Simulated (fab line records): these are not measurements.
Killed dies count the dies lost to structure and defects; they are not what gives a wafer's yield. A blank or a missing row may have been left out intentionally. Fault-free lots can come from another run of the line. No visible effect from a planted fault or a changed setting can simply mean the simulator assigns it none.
fab line records	flow n5_finfet
record: lots: 10	wafers: 30	last_day: 20
route steps=1938 shown HKMG_FIN@399 BEOL_M4@1111 PASSIVATION@1936
lots with no fault: from the same line, run without faults
start_h: hours from the record's opening day to when the first of the lot's shown wafers began	wait_h: hours from the lot's prior step to this one	" same as the row above	L1.1+2: several wafers, shown together as one row	- no value, or no start was given	* or withheld: withheld	< > ~ a bound
route shown NAME@n: a module of which the file shows steps, and the number in the route of the first	usual: the fault-free wafers' mean and standard deviation	same: alike in all rows	chamber/n: place in a boat	sites: each site's reading	_std_site: the values' standard deviation	_edge_site: outer sites' mean less inner sites'	radius_mm: for every site, how far away it sits from the centre of the wafer	mask NAME#n: copy n	behind: the most recent tool/chamber to have shaped the wafer	hold: why the lot was held/for how many hours/how that ended	device: names the non-switching transistor (n, p or np)	end of line: the route-end tests of the same wafers	a step given without rows: its recipe and nothing more	killed: dies lost to structure and defects at the first sort, not the wafer's yield	map: dies across one wafer; x = killed, . = not, _ = none there
set.NAME: the setting the step ran with; set.NAME@STEP: the setting that earlier step ran with	model.NAME: the simulator's own value behind a step, which no gauge read
the route's steps for a sample of lots (tables are steps, rows are wafers)
services: when a tool's chamber went out of use (start_h, in hours from the record's first day, below 0 if earlier), for how many hours, and the reason
== steps ==
step: N5_HKMG_FIN_OVL_MEAS_50
recipe: points_per_wafer: 44
usual: NDIPOLE_OVL: 0.4/0.78
lot.wafer	tool	chamber	start_h	wait_h	NDIPOLE_OVL[nm]
L663.3	overlay-01	0	72.69	0.0	0.9
L663.4	"	0	"	"	1.1
L663.6	"	0	"	"	0.9
L664.1	overlay-01	0	77.64	0.0	1.3
L664.3	"	0	"	"	1.6
L664.6	"	0	"	"	1.2
L668.2	overlay-02	0	106.67	0.0	0.4
L668.3	"	0	"	"	1.6
L668.4	"	0	"	"	0.2
L669.2	overlay-02	0	115.43	0.0	-0.3
L669.3	"	0	"	"	0.5
L669.5	"	0	"	"	0.0
L670.1	overlay-02	0	122.45	0.0	0.5
L670.2	"	0	"	"	-0.6
L670.5	"	0	"	"	-0.4
L671.2	overlay-01	0	124.78	0.0	0.5
L671.5	"	0	"	"	0.3
L671.6	"	0	"	"	0.2
L672.2	overlay-02	0	126.55	0.0	-0.1
L672.3	"	0	"	"	-0.5
L672.4	"	0	"	"	-0.3
L680.1	overlay-01	0	171.48	0.0	-1.6
L680.2	"	0	"	"	-0.3
L680.4	"	0	"	"	0.1
L681.1	overlay-01	0	181.34	0.0	1.4
L681.4	"	0	"	"	0.3
L681.6	"	0	"	"	0.6
L683.2	overlay-01	0	195.90	0.0	0.4
L683.3	"	0	"	"	-0.3
L683.4	"	0	"	"	0.5
step: N5_HKMG_FIN_CD_MEAS_12
recipe: target_cd_nm: 92.8	landing_energy_ev: 500	detector: se_inlens
usual: cd_nm: 92.8/0.8
lot.wafer	tool	chamber	start_h	wait_h	cd_nm
L663.3	cd_sem-03	0	76.05	-	92.7
L663.4	"	0	"	"	93.5
L663.6	"	0	"	"	91.8
L664.1	cd_sem-02	0	80.99	-	93.9
L664.3	"	0	"	"	93.0
L664.6	"	0	"	"	92.9
L668.2	cd_sem-01	0	110.01	-	92.7
L668.3	"	0	"	"	91.7
L668.4	"	0	"	"	92.6
L669.2	cd_sem-03	0	118.78	-	93.0
L669.3	"	0	"	"	93.3
L669.5	"	0	"	"	94.0
L670.1	cd_sem-02	0	125.79	-	92.9
L670.2	"	0	"	"	94.2
L670.5	"	0	"	"	93.0
L671.2	cd_sem-02	0	128.12	-	92.2
L671.5	"	0	"	"	92.3
L671.6	"	0	"	"	93.6
L672.2	cd_sem-01	0	130.36	-	92.2
L672.3	"	0	"	"	92.7
L672.4	"	0	"	"	92.4
L680.1	cd_sem-01	0	174.73	-	91.9
L680.2	"	0	"	"	92.4
L680.4	"	0	"	"	92.3
L681.1	cd_sem-03	0	185.43	-	93.8
L681.4	"	0	"	"	92.9
L681.6	"	0	"	"	93.1
L683.2	cd_sem-01	0	199.25	-	92.4
L683.3	"	0	"	"	91.6
L683.4	"	0	"	"	91.9
step: N5_HKMG_FIN_ETCH_35
recipe: chemistry: N2/H2	target: SOC	target_depth_a: 2158	ion_energy_ev: 65	bias_w: 5	source_w: 3000	time_s: 243.4	pressure_mtorr: 30	n2_flow_sccm: 200	h2_flow_sccm: 200
usual: drypump_motor_current_A: 5.6/0.49	oes_product_au: 0.79/0.087	rf_vpp_V: 141.6/0.9	run_length_s: 266.9/0.36	showerhead_plenum_p_Torr: 2.54/0.067	throttle_valve_pct: 17.62/0.21
lot.wafer	tool	chamber	start_h	wait_h	drypump_motor_current_A	oes_product_au	rf_hours_counter_h	rf_vpp_V	run_length_s	showerhead_plenum_p_Torr	throttle_valve_pct
L663.3	rie_diel-01	2	76.44	0.0	5.3	0.73	205	141.5	266.5	2.41	17.54
L663.4	"	3	"	"	5.6	0.89	30	142.0	266.6	2.51	17.44
L663.6	"	1	"	"	5.1	0.76	-	141.1	267.5	2.70	18.04
L664.1	rie_diel-05	3	81.38	0.0	5.2	0.64	246	142.3	267.5	2.50	18.00
L664.3	"	0	"	"	5.3	0.80	79	142.8	266.8	2.57	17.55
L664.6	"	3	"	"	5.2	0.65	-	141.3	267.4	2.50	17.99
L668.2	rie_diel-01	0	110.41	0.0	5.5	0.74	172	142.0	266.6	2.54	17.85
L668.3	"	1	"	"	5.1	0.76	142	142.9	267.1	2.70	18.06
L668.4	"	2	"	"	5.2	0.71	213	140.0	266.5	2.40	17.56
L669.2	rie_diel-01	0	119.17	0.0	5.5	0.73	175	141.4	266.7	2.54	17.85
L669.3	"	2	"	"	5.2	0.72	215	141.6	266.7	2.40	17.54
L669.5	"	1	"	"	5.0	0.75	-	143.6	217.3	2.70	18.05
L670.1	rie_diel-05	2	126.18	0.0	5.4	0.80	120	142.2	267.1	2.54	17.40
L670.2	"	3	"	"	5.3	0.99	1	139.6	267.2	2.50	17.56
L670.5	"	3	"	"	5.3	1.01	-	141.2	267.3	2.50	17.57
L671.2	rie_diel-01	1	128.51	0.0	5.1	0.75	146	143.8	217.2	2.70	18.07
L671.5	"	3	"	"	5.6	0.87	-	141.0	266.5	2.50	17.47
L671.6	"	0	"	"	5.5	0.72	-	141.9	267.1	2.54	17.87
L672.2	rie_diel-05	0	130.78	0.0	5.2	0.79	87	142.6	266.7	2.56	17.58
L672.3	"	2	"	"	5.4	0.79	122	141.3	266.8	2.54	17.41
L672.4	"	1	"	"	6.4	0.89	20	141.9	267.4	2.50	17.44
L680.1	rie_diel-05	2	175.12	0.0	5.4	0.78	134	141.9	266.7	2.54	17.44
L680.2	"	3	"	"	5.2	0.94	14	140.7	267.4	2.49	17.58
L680.4	"	1	"	"	6.4	0.86	32	141.3	267.3	2.49	17.44
L681.1	rie_diel-04	3	185.84	0.0	6.5	0.72	210	143.7	266.9	2.61	17.61
L681.4	"	3	"	"	6.5	0.72	-	141.4	267.1	2.61	17.57
L681.6	"	2	"	"	4.9	0.73	-	142.0	266.4	2.55	17.47
L683.2	rie_diel-01	2	199.63	0.0	5.2	0.70	235	141.2	266.6	2.40	17.58
L683.3	"	1	"	"	5.1	0.74	163	143.4	267.2	2.69	18.06
L683.4	"	3	"	"	5.6	0.84	62	142.1	266.5	2.49	17.51
step: N5_HKMG_FIN_STRIP_89
recipe: chemistry: N2/H2	material: SOC	time_s: 20	power_w: 500	temp_c: 40	pressure_mtorr: 50	rf_frequency_hz: 6e+07	bias_power_w: 8	h2_frac: 0.5	n2_flow_sccm: 300	h2_flow_sccm: 300
usual: drypump_motor_current_A: 5.7/0.57	oes_product_au: 0.79/0.082	rf_vpp_V: 54.2/0.83	showerhead_plenum_p_Torr: 3.36/0.087	temp_c: 40.00/0.11	throttle_valve_pct: 18.7/0.32
lot.wafer	tool	chamber	start_h	wait_h	drypump_motor_current_A	oes_product_au	rf_hours_counter_h	rf_vpp_V	showerhead_plenum_p_Torr	temp_c	throttle_valve_pct
L663.3	rie_diel-04	1	77.51	0.0	6.4	0.95	5	54.2	3.46	39.95	19.1
L663.4	"	0	"	"	5.8	0.70	202	54.7	3.30	39.89	18.6
L663.6	"	2	"	"	4.9	0.75	-	53.2	3.39	39.93	18.4
L664.1	rie_diel-01	2	82.46	0.0	5.2	0.71	206	54.6	3.19	40.05	18.3
L664.3	"	3	"	"	5.6	0.90	32	52.1	3.31	40.12	18.5
L664.6	"	1	"	"	5.1	0.76	-	54.9	3.56	40.05	19.5
L668.2	rie_diel-04	0	111.49	0.0	5.8	0.69	210	54.3	3.29	39.83	18.6
L668.3	"	2	"	"	4.9	0.74	121	54.5	3.38	39.90	18.4
L668.4	"	1	"	"	6.4	0.93	13	54.4	3.45	40.12	19.1
L669.2	rie_diel-04	2	120.76	0.0	4.9	0.74	123	52.9	3.38	40.12	18.4
L669.3	"	3	"	"	6.5	0.74	191	55.0	3.45	40.19	18.8
L669.5	"	1	"	"	6.3	0.93	-	53.4	3.45	40.15	19.1
L670.1	rie_diel-04	1	127.28	0.0	6.5	0.92	18	54.8	3.45	40.14	19.1
L670.2	"	0	"	"	5.7	0.68	214	55.1	3.29	39.92	18.6
L670.5	"	0	"	"	5.7	0.69	-	53.4	3.29	39.84	18.6
L671.2	rie_diel-05	0	129.59	0.0	5.3	0.79	87	54.8	3.39	40.16	18.5
L671.5	"	0	"	"	5.3	0.80	-	54.2	3.38	40.06	18.5
L671.6	"	1	"	"	6.4	0.89	-	54.1	3.30	40.14	18.4
L672.2	rie_diel-04	3	132.01	0.0	6.6	0.75	195	53.5	3.45	40.03	18.8
L672.3	"	2	"	"	4.9	0.73	128	52.3	3.38	39.97	18.4
L672.4	"	2	"	"	4.9	0.73	-	53.5	3.38	39.95	18.4
L680.1	rie_diel-05	2	176.21	0.0	5.4	0.77	135	54.3	3.35	40.02	18.6
L680.2	"	0	"	"	5.3	0.79	99	53.6	3.38	39.97	18.5
L680.4	"	3	"	"	5.2	0.92	15	53.6	3.29	39.96	19.0
L681.1	rie_diel-05	3	187.10	0.0	5.3	0.93	17	55.2	3.29	40.14	19.0
L681.4	"	1	"	"	6.4	0.87	34	54.6	3.29	40.09	18.5
L681.6	"	2	"	"	5.4	0.77	-	54.3	3.35	40.02	18.5
L683.2	rie_diel-05	1	200.79	0.0	6.4	0.85	38	54.1	3.29	39.97	18.5
L683.3	"	3	"	"	5.3	0.92	20	52.5	3.29	39.96	19.0
L683.4	"	2	"	"	5.4	0.76	141	54.2	3.35	40.04	18.6
step: N5_BEOL_M4_RC_MEAS_101
usual: DIBL_N: 37.1/2.6	DIBL_P: 38/3	IOFF_N: 0.18/0.052	IOFF_P: 0.25/0.06	ION_N: 678/15	ION_P: 467/8.6	SS_N: 71.7/0.73	SS_P: 73.7/0.89	VT_N: 249/4.3	VT_P: -248/3.8
lot.wafer	tool	chamber	start_h	wait_h	DIBL_N[mV/V]	DIBL_P[mV/V]	IOFF_N[nA/um]	IOFF_P[nA/um]	ION_N[uA/um]	ION_P[uA/um]	SS_N[mV/dec]	SS_P[mV/dec]	VT_N[mV]	VT_P[mV]
L664.1	prober-02	0	228.07	0.0	34.6	36	0.13	0.18	657	448	70.1	72.9	253	-255
L664.3	"	0	"	"	40.1	42	0.26	0.29	688	468	72.2	74.8	242	-245
L664.6	"	0	"	"	36.5	38	0.17	0.22	667	459	72.0	72.7	249	-251
L663.3	prober-01	0	231.10	0.3	33.4	34	0.13	0.20	648	455	72.0	72.2	254	-247
L663.4	"	0	"	"	32.1	32	0.12	0.16	659	458	70.9	71.6	253	-252
L663.6	"	0	"	"	32.3	33	0.10	0.17	648	454	70.4	71.5	260	-251
L669.2	prober-01	0	265.67	0.2	34.9	35	0.13	0.22	659	466	70.7	73.4	253	-248
L669.3	"	0	"	"	38.1	40	0.20	0.34	688	477	71.9	74.2	247	-244
L669.5	"	0	"	"	35.8	36	0.14	0.23	643	465	71.4	73.5	252	-249
L670.1	prober-02	0	265.89	0.1	37.1	39	0.18	0.24	674	463	72.0	74.2	250	-248
L670.2	"	0	"	"	38.0	41	0.21	0.29	686	476	71.8	74.3	249	-247
L670.5	"	0	"	"	34.7	37	0.14	0.21	667	463	70.5	73.3	252	-247
L668.2	prober-02	0	273.11	0.2	34.7	34	0.13	0.22	659	464	71.6	73.4	251	-247
L668.3	"	0	"	"	33.9	33	0.12	0.19	661	461	71.3	72.3	253	-251
L668.4	"	0	"	"	34.8	35	0.13	0.23	674	475	71.1	72.6	255	-246
L672.2	prober-01	0	283.45	0.2	39.6	41	0.20	0.31	679	463	72.1	75.1	250	-246
L672.3	"	0	"	"	37.3	38	0.16	0.21	690	469	71.5	73.7	252	-249
L672.4	"	0	"	"	39.5	40	0.21	0.27	693	471	72.2	73.5	245	-247
L671.2	prober-02	0	285.15	0.2	40.1	41	0.21	0.33	656	477	71.7	74.0	249	-242
L671.5	"	0	"	"	41.5	40	0.26	0.32	700	475	73.2	74.5	243	-243
L671.6	"	0	"	"	40.5	39	0.26	0.30	686	470	71.8	74.3	242	-246
L680.1	prober-02	0	326.89	0.0	36.8	38	0.15	0.25	675	469	71.2	73.1	253	-245
L680.2	"	0	"	"	37.6	39	0.18	0.29	680	478	71.5	73.6	247	-245
L680.4	"	0	"	"	42.1	43	0.30	0.40	712	482	72.6	75.5	241	-240
L683.2	prober-02	0	351.22	0.2	38.0	38	0.18	0.25	675	464	72.1	73.6	250	-248
L683.3	"	0	"	"	33.1	34	0.10	0.17	655	458	70.9	73.0	258	-255
L683.4	"	0	"	"	35.1	35	0.13	0.18	666	455	71.4	73.5	253	-253
L681.1	prober-01	0	351.78	0.7	32.3	34	0.11	0.17	661	452	70.5	71.0	253	-252
L681.4	"	0	"	"	36.0	38	0.17	0.25	662	461	72.2	74.0	247	-248
L681.6	"	0	"	"	32.8	34	0.12	0.18	671	469	70.6	71.9	254	-252
step: N5_PASSIVATION_PROBE_49
usual: defect_limited_yield: 91.4/1.4	killed_at_M0_to_M3: 34/9.1	killed_at_M4_up: 14/5.2	killed_at_contacts: 12/6.4	killed_at_front_end: 38/11	killed_at_other: 3.7/2.8	killed_dies: 102/17	killed_open: 68/13	killed_short: 32/7.8	sort_bin_4_leakage: 0.05/0.3	sort_bin_5_function: 5.1/1	sort_bin_6_memory: 3.2/0.66	sort_bin_8_speed: 0.1/0.92	sort_n_pass: 1076/19	sort_yield_pct: 91.2/1.6
same: gross_dies: 1180	killed_at_back_side: 0
lot.wafer	tool	chamber	start_h	wait_h	defect_limited_yield[%]	killed_at_M0_to_M3	killed_at_M4_up	killed_at_contacts	killed_at_front_end	killed_at_other	killed_dies	killed_open	killed_short	sort_bin_4_leakage[%]	sort_bin_5_function[%]	sort_bin_6_memory[%]	sort_bin_8_speed[%]	sort_n_pass	sort_yield_pct[%]
L664.1	prober-01	-	335.50	0.0	90.6	36	11	10	49	5	111	65	46	0	4.5	4.7	0	1069	90.6
L664.3	prober-01	-	335.60	0.1	90.1	40	16	15	41	5	117	78	38	0	5.7	3.8	0	1063	90.1
L664.6	prober-01	-	335.75	0.3	90.4	45	24	4	40	0	113	85	28	0	5.8	3.4	0	1067	90.4
L663.3	prober-01	-	337.17	0.1	91.1	46	10	9	38	2	105	73	31	0	6.0	2.7	0	1075	91.1
L663.4	prober-01	-	337.22	0.2	91.6	25	19	9	39	7	99	65	32	0	5.3	2.8	0	1081	91.6
L663.6	prober-01	-	337.32	0.3	92.5	37	12	12	26	2	89	65	24	0	4.6	2.8	0	1091	92.5
L669.2	prober-02	-	363.47	0.1	89.2	40	14	19	45	9	127	87	39	0	5.9	4.3	0	1053	89.2
L669.3	prober-02	-	363.52	0.1	91.5	31	8	19	39	3	100	71	29	0	5.3	2.7	0	1080	91.5
L669.5	prober-02	-	363.62	0.2	89.8	45	13	16	44	2	120	87	33	0	6.3	3.6	0.3	1056	89.5
L670.1	prober-02	-	369.52	0.0	93.0	31	12	12	28	0	83	56	24	0	3.2	3.7	0	1097	93.0
L670.2	prober-02	-	369.57	0.1	92.0	25	20	6	42	1	94	66	25	0	5.2	2.6	0	1086	92.0
L670.5	prober-02	-	369.72	0.2	93.9	32	10	11	19	0	72	54	17	0	3.7	2.3	0	1108	93.9
L668.2	prober-01	-	387.60	0.1	91.9	34	15	1	44	2	96	65	30	0	4.6	3.3	0	1084	91.9
L668.3	prober-01	-	387.65	0.1	90.8	31	10	16	50	1	108	64	42	0	6.2	2.5	0	1072	90.8
L668.4	prober-01	-	387.70	0.2	87.9	48	20	15	52	8	143	92	51	0	7.4	4.3	0	1037	87.9
L671.2	prober-02	-	392.30	0.1	87.8	33	24	40	43	4	144	102	42	0	8.3	3.6	0	1036	87.8
L671.5	prober-02	-	392.45	0.2	91.6	42	11	10	32	4	99	67	28	0	4.8	3.1	0	1081	91.6
L671.6	prober-02	-	392.50	0.3	91.5	19	22	20	37	2	100	70	30	0	5.8	2.6	0	1080	91.5
L672.2	prober-02	-	394.27	0.1	91.9	29	15	12	35	5	96	59	35	0	4.3	3.5	0	1084	91.9
L672.3	prober-02	-	394.32	0.1	92.4	23	18	16	31	2	90	63	27	0	4.0	3.2	0	1090	92.4
L672.4	prober-02	-	394.37	0.2	90.1	42	18	9	45	3	117	83	34	0	6.1	3.8	0	1063	90.1
L680.1	prober-01	-	436.11	0.0	91.9	35	14	0	45	2	96	69	27	0	5.1	2.9	0	1084	91.9
L680.2	prober-01	-	436.16	0.1	90.8	33	12	8	53	2	108	74	34	0	5.3	3.6	0	1072	90.8
L680.4	prober-01	-	436.26	0.2	92.3	25	12	12	41	1	91	68	23	0.34	4.3	3.1	0	1085	91.9
L683.2	prober-02	-	456.19	0.1	90.0	42	11	13	48	4	118	75	42	0	5.2	4.1	0	1062	90.0
L683.3	prober-02	-	456.24	0.1	91.4	29	25	8	36	3	101	68	31	0	4.3	3.6	0	1079	91.4
L683.4	prober-02	-	456.29	0.2	87.7	39	14	6	80	6	145	98	43	0	7.4	4.4	0	1035	87.7
L681.1	prober-01	-	468.81	0.0	91.9	41	13	5	32	5	96	66	30	0	5.2	2.7	0	1084	91.9
L681.4	prober-01	-	468.96	0.2	94.8	26	7	9	16	3	61	43	17	0	2.9	1.9	0	1119	94.8
L681.6	prober-01	-	469.06	0.3	92.4	46	12	13	17	2	90	68	22	0	4.8	2.6	0	1090	92.4
killed by level:class
L664.1 BEOL_M3:geometric_particle:open=10 GATE_CUT:geometric_particle:short=9 FIN_SAQP:geometric_particle:open=8 FIN_SAQP:geometric_particle:short=8 BEOL_M0_SAQP:geometric_particle:short=8 BEOL_M0_SAQP:geometric_particle:open=8 MOL_CONTACT_COAG:geometric_particle:open=7 DUMMY_GATE:geometric_particle:open=6
L664.3 MOL_CONTACT_COAG:geometric_particle:open=13 BEOL_M0_SAQP:geometric_particle:short=11 BEOL_M2:geometric_particle:open=11 DUMMY_GATE:geometric_particle:open=10 FIN_SAQP:geometric_particle:open=6 GATE_CUT:geometric_particle:short=6 BEOL_M3:geometric_particle:open=6 BEOL_M0_SAQP:geometric_particle:open=5
L664.6 BEOL_M0_SAQP:geometric_particle:open=14 STI_FIN_REVEAL:geometric_particle:open=13 BEOL_M4:geometric_particle:open=11 BEOL_M2:geometric_particle:open=10 DUMMY_GATE:geometric_particle:open=8 BEOL_M0_SAQP:geometric_particle:short=8 BEOL_M3:geometric_particle:open=8 FIN_SAQP:geometric_particle:open=5
L663.3 BEOL_M2:geometric_particle:open=13 DUMMY_GATE:geometric_particle:open=10 BEOL_M3:geometric_particle:open=9 BEOL_M0_SAQP:geometric_particle:short=9 BEOL_M0_SAQP:geometric_particle:open=8 MOL_CONTACT_COAG:geometric_particle:open=7 FIN_SAQP:geometric_particle:short=5 DUMMY_GATE:geometric_particle:short=4
L663.4 FIN_SAQP:geometric_particle:short=10 BEOL_M4:geometric_particle:open=9 DUMMY_GATE:geometric_particle:open=8 MOL_CONTACT_COAG:geometric_particle:open=7 BEOL_M0_SAQP:geometric_particle:open=7 FIN_SAQP:geometric_particle:open=6 BEOL_M2:geometric_particle:open=4 BEOL_M3:geometric_particle:open=4
L663.6 BEOL_M2:geometric_particle:open=15 MOL_CONTACT_COAG:geometric_particle:open=11 BEOL_M4:geometric_particle:open=7 BEOL_M0_SAQP:geometric_particle:short=5 BEOL_M3:geometric_particle:open=5 STARTING-WAFER:geometric_particle:short=5 DUMMY_GATE:geometric_particle:open=4 BEOL_M0_SAQP:geometric_particle:open=4
L669.2 MOL_CONTACT_COAG:geometric_particle:open=14 BEOL_M3:geometric_particle:open=13 DUMMY_GATE:geometric_particle:open=12 FIN_SAQP:geometric_particle:short=8 FIN_SAQP:geometric_particle:open=7 BEOL_M0_SAQP:geometric_particle:open=6 BEOL_M2:geometric_particle:open=6 BEOL_M0_SAQP:geometric_particle:short=5
L669.3 MOL_CONTACT_COAG:geometric_particle:open=16 FIN_SAQP:geometric_particle:short=10 BEOL_M2:geometric_particle:open=8 FIN_SAQP:geometric_particle:open=7 DUMMY_GATE:geometric_particle:open=6 BEOL_M0_SAQP:geometric_particle:open=6 BEOL_M1:geometric_particle:open=5 BEOL_M4:geometric_particle:open=4
L669.5 FIN_SAQP:geometric_particle:open=16 MOL_CONTACT_COAG:geometric_particle:open=11 BEOL_M2:geometric_particle:open=11 BEOL_M0:geometric_particle:open=10 DUMMY_GATE:geometric_particle:open=7 BEOL_M3:geometric_particle:open=7 BEOL_M0_SAQP:geometric_particle:open=6 BEOL_M0_SAQP:geometric_particle:short=6
L670.1 MOL_CONTACT_COAG:geometric_particle:open=11 STI_FIN_REVEAL:geometric_particle:open=8 BEOL_M3:geometric_particle:open=8 BEOL_M2:geometric_particle:open=7 BEOL_M0_SAQP:geometric_particle:short=5 BEOL_M1:geometric_particle:short=4 BEOL_M4:geometric_particle:open=4 SPACER0:geometric_particle:short=3
L670.2 STI_FIN_REVEAL:geometric_particle:open=18 FIN_SAQP:geometric_particle:short=7 BEOL_M5:geometric_particle:open=7 BEOL_M0_SAQP:geometric_particle:open=6 BEOL_M2:geometric_particle:open=5 GATE_CUT:geometric_particle:short=5 DUMMY_GATE:geometric_particle:open=5 MOL_CONTACT_COAG:geometric_particle:open=5
L670.5 BEOL_M0_SAQP:geometric_particle:open=11 MOL_CONTACT_COAG:geometric_particle:open=10 BEOL_M0_SAQP:geometric_particle:short=8 STI_FIN_REVEAL:geometric_particle:open=6 BEOL_M2:geometric_particle:open=6 BEOL_M5:geometric_particle:open=5 BEOL_M3:geometric_particle:open=4 BEOL_M6:geometric_particle:open=3
L668.2 STI_FIN_REVEAL:geometric_particle:open=8 DUMMY_GATE:geometric_particle:open=8 BEOL_M0_SAQP:geometric_particle:open=8 BEOL_M0_SAQP:geometric_particle:short=7 BEOL_M1:geometric_particle:open=7 FIN_SAQP:geometric_particle:short=6 BEOL_M3:geometric_particle:open=6 BEOL_M2:geometric_particle:open=5
L668.3 STI_FIN_REVEAL:geometric_particle:open=19 MOL_CONTACT_COAG:geometric_particle:open=12 FIN_SAQP:geometric_particle:short=9 BEOL_M1:geometric_particle:open=7 BEOL_M2:geometric_particle:open=6 MOL_CONTACT_COAG:geometric_particle:short=4 DUMMY_GATE:geometric_particle:open=4 BEOL_M3:geometric_particle:short=4
L668.4 STI_FIN_REVEAL:geometric_particle:open=16 FIN_SAQP:geometric_particle:short=13 MOL_CONTACT_COAG:geometric_particle:open=13 BEOL_M1:geometric_particle:open=11 BEOL_M4:geometric_particle:open=11 BEOL_M0_SAQP:geometric_particle:short=8 BEOL_M0_SAQP:geometric_particle:open=6 BEOL_M3:geometric_particle:open=6
L671.2 MOL_CONTACT_COAG:geometric_particle:open=34 FIN_SAQP:geometric_particle:open=15 BEOL_M4:geometric_particle:open=14 BEOL_M0_SAQP:geometric_particle:open=8 GATE_CUT:geometric_particle:short=7 BEOL_M3:geometric_particle:open=7 FIN_SAQP:geometric_particle:short=6 BEOL_M0_SAQP:geometric_particle:short=6
L671.5 BEOL_M2:geometric_particle:open=13 BEOL_M3:geometric_particle:open=11 MOL_CONTACT_COAG:geometric_particle:open=8 DUMMY_GATE:geometric_particle:open=7 BEOL_M0_SAQP:geometric_particle:short=6 BEOL_M4:geometric_particle:open=5 GATE_CUT:geometric_particle:short=4 BEOL_M0_SAQP:geometric_particle:open=4
L671.6 FIN_SAQP:geometric_particle:open=17 MOL_CONTACT_COAG:geometric_particle:open=14 BEOL_M4:geometric_particle:open=10 MOL_CONTACT_COAG:geometric_particle:short=6 BEOL_M3:geometric_particle:open=6 GATE_CUT:geometric_particle:short=4 FIN_SAQP:geometric_particle:short=3 DUMMY_GATE:geometric_particle:open=3
L672.2 FIN_SAQP:geometric_particle:open=10 MOL_CONTACT_COAG:geometric_particle:open=7 BEOL_M0_SAQP:geometric_particle:short=7 BEOL_M1:geometric_particle:open=7 FIN_SAQP:geometric_particle:short=5 MOL_CONTACT_COAG:geometric_particle:short=5 BEOL_M0_SAQP:geometric_particle:open=5 BEOL_M4:geometric_particle:open=5
L672.3 MOL_CONTACT_COAG:geometric_particle:open=15 FIN_SAQP:geometric_particle:short=14 FIN_SAQP:geometric_particle:open=6 BEOL_M0_SAQP:geometric_particle:open=6 BEOL_M4:geometric_particle:open=6 BEOL_M1:geometric_particle:open=5 BEOL_M0_SAQP:geometric_particle:short=4 GATE_CUT:geometric_particle:open=3
L672.4 FIN_SAQP:geometric_particle:open=15 BEOL_M4:geometric_particle:open=11 BEOL_M3:geometric_particle:open=9 FIN_SAQP:geometric_particle:short=8 BEOL_M0_SAQP:geometric_particle:short=7 BEOL_M1:geometric_particle:open=7 BEOL_M2:geometric_particle:open=7 MOL_CONTACT_COAG:geometric_particle:open=6
L680.1 BEOL_M3:geometric_particle:open=13 FIN_SAQP:geometric_particle:open=12 FIN_SAQP:geometric_particle:short=8 DUMMY_GATE:geometric_particle:open=8 BEOL_M1:geometric_particle:open=8 STI_FIN_REVEAL:geometric_particle:open=5 BEOL_M2:geometric_particle:open=5 BEOL_M4:geometric_particle:open=5
L680.2 FIN_SAQP:geometric_particle:open=14 FIN_SAQP:geometric_particle:short=11 STI_FIN_REVEAL:geometric_particle:open=10 BEOL_M1:geometric_particle:open=8 MOL_CONTACT_COAG:geometric_particle:open=7 BEOL_M0_SAQP:geometric_particle:short=7 BEOL_M5:geometric_particle:open=6 BEOL_M3:geometric_particle:open=5
L680.4 BEOL_M3:geometric_particle:open=12 FIN_SAQP:geometric_particle:open=10 STI_FIN_REVEAL:geometric_particle:open=9 MOL_CONTACT_COAG:geometric_particle:open=9 BEOL_M2:geometric_particle:open=6 DUMMY_GATE:geometric_particle:open=5 FIN_SAQP:geometric_particle:short=4 GATE_CUT:geometric_particle:short=4
L683.2 FIN_SAQP:geometric_particle:open=14 MOL_CONTACT_COAG:geometric_particle:open=13 BEOL_M0_SAQP:geometric_particle:short=12 BEOL_M3:geometric_particle:open=10 FIN_SAQP:geometric_particle:short=8 BEOL_M2:geometric_particle:open=6 STARTING-WAFER:geometric_particle:open=6 ILD0:geometric_particle:open=5
L683.3 BEOL_M4:geometric_particle:open=15 FIN_SAQP:geometric_particle:short=11 BEOL_M2:geometric_particle:open=9 MOL_CONTACT_COAG:geometric_particle:open=8 FIN_SAQP:geometric_particle:open=7 BEOL_M3:geometric_particle:open=7 STI_FIN_REVEAL:geometric_particle:open=5 BEOL_M0:geometric_particle:open=5
L683.4 FIN_SAQP:geometric_particle:open=28 FIN_SAQP:geometric_particle:short=15 BEOL_M2:geometric_particle:open=15 STI_FIN_REVEAL:geometric_particle:open=12 BEOL_M0:geometric_particle:open=6 BEOL_M3:geometric_particle:open=6 GATE_CUT:geometric_particle:short=4 MOL_CONTACT_COAG:geometric_particle:open=4
L681.1 BEOL_M0_SAQP:geometric_particle:open=17 BEOL_M0_SAQP:geometric_particle:short=13 FIN_SAQP:geometric_particle:open=9 BEOL_M4:geometric_particle:open=6 STI_FIN_REVEAL:geometric_particle:open=4 MOL_CONTACT_COAG:geometric_particle:open=4 BEOL_M3:geometric_particle:open=4 FIN_SAQP:geometric_particle:short=3
L681.4 MOL_CONTACT_COAG:geometric_particle:open=9 BEOL_M2:geometric_particle:open=8 BEOL_M3:geometric_particle:open=7 STI_FIN_REVEAL:geometric_particle:open=5 BEOL_M0_SAQP:geometric_particle:short=5 BEOL_M5:geometric_particle:short=3 BEOL_M4:geometric_particle:open=3 STARTING-WAFER:geometric_particle:open=3
L681.6 BEOL_M3:geometric_particle:open=12 MOL_CONTACT_COAG:geometric_particle:open=8 BEOL_M0_SAQP:geometric_particle:open=8 BEOL_M1:geometric_particle:open=8 BEOL_M4:geometric_particle:open=8 BEOL_M2:geometric_particle:open=7 STI_FIN_REVEAL:geometric_particle:open=5 MOL_CONTACT_COAG:geometric_particle:short=5
== services ==
tool	chamber	start_h	hours	kind
rie_diel-05	3	105.73	-	clean
rie_diel-05	3	105.73	-	consumable_replace:focus_ring
rie_diel-05	3	105.73	15.2	scheduled_down
rie_diel-05	3	105.73	15.2	vent_cycle
rie_diel-01	1	110.94	3.2	repair
rie_diel-01	-	123.84	1.0	repair
rie_diel-04	0	130.04	8.7	repair
rie_diel-01	-	147.93	0.5	repair
rie_diel-05	-	177.06	2.8	pm
rie_diel-05	-	188.93	0.2	repair
== key ==
first_sign: step: N5_HKMG_FIN_ETCH_35	reading: run_length_s	direction: down	sigmas: 99+	usual: *	struck: *
effect none on later readings
met_at N5_HKMG_FIN_ETCH_35
struck_lots L669,L671
struck_wafers L669.5,L671.2
not_acting_at N5_HKMG_FIN_OVL_MEAS_50,N5_HKMG_FIN_CD_MEAS_12,N5_HKMG_FIN_STRIP_89
onset_between 110.41 119.17
fault: kind: process_parameter_drift	tool: rie_diel-01	chamber: 1	onset_h: 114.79	steps: N5_HKMG_FIN_ETCH_35	channel: time_s	offset: *	shape: step	end_h: 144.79	acts_in: *	stated: *
